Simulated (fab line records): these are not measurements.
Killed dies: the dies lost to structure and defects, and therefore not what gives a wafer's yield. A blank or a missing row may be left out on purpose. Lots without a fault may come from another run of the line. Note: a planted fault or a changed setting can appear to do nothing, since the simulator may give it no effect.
Chamber matching | flow n5_finfet | 3 sister chambers for N5_BEOL_M8_CURE_75 on uv_cure-02
The step cures SiCOH lowk, time 120 s. 18 wafers are shown with their chamber, then 9 later ones without.

WAFERS WITH THEIR CHAMBER
wafer  | chamber | wafer_temp_C_max | lamp_power_pct (%)
L074.4 | 1       | 371.3            | 52.35
L074.5 | 1       | 371.3            | 52.33
L074.6 | 1       | 370.7            | 52.37
L077.1 | 2       | 372.3            | 52.30
L077.2 | 2       | 372.8            | 52.27
L077.5 | 2       | 372.1            | 52.29
L081.2 | 1       | 370.8            | 52.21
L081.4 | 1       | 370.7            | 52.38
L081.5 | 1       | 370.6            | 52.36
L083.1 | 0       | 372.1            | 52.30
L083.3 | 0       | 371.8            | 52.36
L083.4 | 0       | 372.6            | 52.22
L087.3 | 1       | 370.8            | 52.35
L087.4 | 1       | 371.2            | 52.34
L087.5 | 1       | 370.9            | 52.38
L084.2 | 2       | 372.4            | 52.33
L084.4 | 2       | 371.9            | 52.34
L084.6 | 2       | 372.3            | 52.28

SIGNATURES (averages over the wafers above)
reading          | chamber 0 | chamber 1 | chamber 2 | scatter within a chamber
wafer_temp_C_max | 372.167   | 370.922   | 372.300   | 0.304
lamp_power_pct   | 52.2933   | 52.3411   | 52.3017   | 0.0486
Rule: for a wafer and a chamber, the distance is found by dividing, reading by reading, the gap between the wafer's reading and the chamber's mean by the reading's scatter, squaring, summing and taking the root. The wafer belongs to the nearest chamber; if the next one is less than 2 further off, it can't be placed. The scatter is the square root of a quotient: the sum, over the shown wafers, of each reading's squared deviation from its chamber's mean, divided by wafers minus chambers.

WAFERS WITHOUT THEIR CHAMBER
wafer  | wafer_temp_C_max | lamp_power_pct (%)
L086.3 | 371.5            | 52.30
L086.4 | 371.1            | 52.24
L086.5 | 371.2            | 52.25
L093.2 | 372.4            | 52.31
L093.3 | 372.0            | 52.31
L093.4 | 373.3            | 52.24
L097.2 | 372.0            | 52.41
L097.4 | 372.1            | 52.42
L097.5 | 372.9            | 52.33

WHICH CHAMBER EACH ONE RAN IN
wafer  | from the rows above          | in truth
L086.3 | can't be placed: 1 or 0 or 2 | 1
L086.4 | can't be placed: 1 or 0 or 2 | 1
L086.5 | can't be placed: 1 or 0 or 2 | 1
L093.2 | can't be placed: 2 or 0      | 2
L093.3 | can't be placed: 0 or 2      | 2
L093.4 | can't be placed: 2 or 0      | 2
L097.2 | can't be placed: 2 or 0 or 1 | 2
L097.4 | can't be placed: 2 or 0 or 1 | 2
L097.5 | can't be placed: 2 or 0      | 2
Correctly placed: 0 of 9. These rows do not allow placing 9 (true chamber among the candidates in 9). 0 placed wrongly.
